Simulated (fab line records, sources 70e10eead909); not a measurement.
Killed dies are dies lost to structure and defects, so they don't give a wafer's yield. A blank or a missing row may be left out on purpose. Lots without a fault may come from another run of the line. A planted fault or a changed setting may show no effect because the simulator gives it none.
One fault seen from 2 desks | flow nand_harc | each desk has only its own numbers; what lay behind them comes last

THE TOOL OWNER'S DESK: wet_bench-09
The tool's own readings at NHARC_A_STAIRCASE_STRIP_206 (strips in SPM, time 900 s): means of the sampled wafers that have a number, for each lot that ran on this tool. A lot is out of limits, marked OUT, if its mean lies more than 4 standard deviations from the usual mean; the brackets give that distance.
Columns: A = bath_guard_temp_C at NHARC_A_STAIRCASE_STRIP_206, usual 130.1 C
lot  | first seen here | A
L993 | day 10 22:48    | 130.1
L996 | day 11 18:34    | 130.0
L998 | day 12 08:16    | 130.5
L102 | day 13 14:34    | 130.7
L104 | day 14 16:19    | 130.4
This desk's finding: nothing out of limits on any of the 5 lots.

THE METROLOGY DESK
What the gauges read, lot by lot, whatever tool the lot ran on: means of the sampled wafers that have a number. A lot is out of limits, marked OUT, if its mean lies more than 4 standard deviations from the usual mean; the brackets give that distance.
Columns: A = thk_nm at NHARC_A_BONDPAD_THK_MEAS_20, usual 170.0 nm; B = overlay_x_nm at NHARC_HYBRID_BOND_OVL_MEAS_05, usual 3 nm; C = overlay_y_nm at NHARC_HYBRID_BOND_OVL_MEAS_05, usual 0 nm
lot  | first seen here | A     | B   | C
L993 | day 18 05:51    | 169.3 | -21 | 24
L994 | day 18 14:01    | 169.5 | -31 | 8
L995 | day 18 14:22    | 170.8 | -23 | 21
L996 | day 18 14:41    | 171.5 | 12  | -32
L998 | day 19 06:53    | 170.1 | 48  | 11
L997 | day 19 07:13    | 171.3 | 35  | 24
L102 | day 20 10:31    | 170.3 | 22  | 22
L104 | day 21 07:19    | 170.2 | 17  | -22
L109 | day 22 10:07    | 169.7 | -6  | 13
L110 | day 22 10:37    | 169.5 | -28 | 59
L112 | day 23 05:13    | 170.1 | 17  | 3
L114 | day 23 12:13    | 168.8 | 19  | 9
L113 | day 23 12:49    | 170.8 | -10 | -29
L115 | day 24 20:04    | 169.6 | -11 | -4
This desk's finding: nothing out of limits on any of the 14 lots.

PUT TOGETHER
The tool owner's desk saw nothing out of limits.
The metrology desk saw nothing out of limits.

WHAT THE SIMULATOR HAD PUT IN
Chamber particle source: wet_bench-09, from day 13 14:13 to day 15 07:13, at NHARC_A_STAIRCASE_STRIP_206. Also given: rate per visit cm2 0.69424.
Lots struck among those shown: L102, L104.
